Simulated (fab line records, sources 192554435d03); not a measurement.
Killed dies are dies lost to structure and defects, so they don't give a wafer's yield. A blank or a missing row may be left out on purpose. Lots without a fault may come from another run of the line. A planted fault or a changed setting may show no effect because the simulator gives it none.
Chamber matching | flow n5_finfet | N5_BEOL_M12_CMP_49 on cmp-03: 3 sister chambers
The step polishes, stops on SiOC, t overpolish 20.6 s, target thk 320 nm. 3 wafers are shown with their chamber, then 5 later ones without.

WAFERS WITH THEIR CHAMBER
wafer  | chamber | motor_current_A (A)
L088.2 | 3       | 6.0
L088.4 | 2       | 7.1
L087.1 | 0       | 4.7

WAFERS WITHOUT THEIR CHAMBER
wafer  | motor_current_A (A)
L087.4 | 5.8
L092.1 | 6.1
L092.2 | 7.2
L095.4 | 5.7
L095.5 | 7.0

WHICH CHAMBER EACH WENT THROUGH
wafer  | from the rows above | in truth
L087.4 | 3                   | 3
L092.1 | 3                   | 3
L092.2 | 2                   | 2
L095.4 | 3                   | 3
L095.5 | 2                   | 2
Placed correctly: 5 of 5. Can't be placed from these rows: 0. Placed wrongly: 0.
How it was worked out, from the rows above alone: a wafer's distance from a chamber is the root of the sum, over the readings, of the square of ((its reading less the chamber's mean) divided by the reading's scatter). The wafer belongs to the nearest chamber; if the next one is less than 2 further off, it can't be placed. A chamber's mean is the mean of its shown wafers. The scatter: with one shown wafer a chamber, the root of the mean of the squares of how far each hidden wafer lies from its nearest shown one.
